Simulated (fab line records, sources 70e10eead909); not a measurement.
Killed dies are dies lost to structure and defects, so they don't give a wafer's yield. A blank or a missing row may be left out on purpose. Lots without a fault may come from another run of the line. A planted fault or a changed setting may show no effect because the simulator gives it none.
A struck lot beside a sound one | flow nand_harc | 13 steps out of a route of 1302
Sound: wafers L502.2, L502.3, L502.6. Struck: wafers L504.2, L504.3, L504.5. The cause comes at the end.
At each step with rows: each side's tool, then ch and its chambers, then its first start. Under that, the readings that differ: sound wafers | struck wafers | difference of the means | sigmas: that difference in standard deviations of wafers without a fault.
alike: readings whose means differ by less than 2 such deviations, and words and numbers that are the same on both sides. not compared: withheld readings, readings that some wafer has no value for, bounds like >300 that may hide the same value, and numbers for which the record gives no deviation and whose values overlap.
The two part at a step that has a row with sigmas, a row that says differs or no value, or rows on one side only. Numbers that don't overlap but have no deviation are shown without sigmas and don't part them. A reading that every wafer of one side lacks parts them only if that side has two wafers or more.

first, 1 step without rows for these wafers: NHARC_A_ONON_D1_DEP_06 (target thk 1000 nm).
NHARC_A_ONON_D1_THK_MEAS_08: measures by ellipsometry.
  sound on film_metro-01, day 13 23:47; struck on film_metro-01, day 14 10:21
  alike: thk_nm
then, 1 step without rows for these wafers: NHARC_A_ONON_D1_DEP_09 (target thk 1000 nm).
NHARC_A_ONON_D1_THK_MEAS_11: measures by ellipsometry.
  sound on film_metro-01, day 14 00:20; struck on film_metro-02, day 14 10:55
  alike: thk_nm
then, 1 step without rows for these wafers: NHARC_A_ONON_D1_DEP_12 (target thk 1000 nm).
NHARC_A_ONON_D1_THK_MEAS_14: measures by ellipsometry.
  sound on film_metro-02, day 14 01:02; struck on film_metro-02, day 14 11:29
  reading     | sound          | struck      | difference | sigmas
  thk_nm (nm) | 1015 1017 1018 | 981 981 982 | -35        | -3
then, 2 steps without rows for these wafers: NHARC_A_ONON_D1_ANNEAL_15 (time 3600 s); NHARC_A_ONON_D1_DEP_16 (target thk 1000 nm).
NHARC_A_ONON_D1_THK_MEAS_18: measures by ellipsometry.
  sound on film_metro-02, day 14 09:26; struck on film_metro-01, day 14 19:03
  alike: thk_nm
then, 1 step without rows for these wafers: NHARC_A_ONON_D1_DEP_19 (target thk 1000 nm).
NHARC_A_ONON_D1_THK_MEAS_21: measures by ellipsometry.
  sound on film_metro-02, day 14 09:59; struck on film_metro-02, day 14 19:38
  alike: thk_nm
NHARC_A_ONON_D1_DEP_22: target thk 1000 nm.
  sound on pecvd_onon-01 ch 0, day 14 10:07; struck on pecvd_onon-02 ch 0, day 14 19:45
  reading              | sound          | struck         | difference | sigmas
  n2o_flow_sccm (sccm) | 2000 2005 2004 | 2405 2405 2397 | +399       | +73
  alike: susceptor_temp_C
NHARC_A_ONON_D1_THK_MEAS_24: measures by ellipsometry.
  sound on film_metro-02, day 14 10:33; struck on film_metro-01, day 14 20:12
  reading     | sound          | struck      | difference | sigmas
  thk_nm (nm) | 1019 1020 1020 | 980 980 980 | -40        | -4

WHERE THEY PART
First at NHARC_A_ONON_D1_THK_MEAS_14; last, within this record, at NHARC_A_ONON_D1_THK_MEAS_24.

WHY: what the simulator had put in
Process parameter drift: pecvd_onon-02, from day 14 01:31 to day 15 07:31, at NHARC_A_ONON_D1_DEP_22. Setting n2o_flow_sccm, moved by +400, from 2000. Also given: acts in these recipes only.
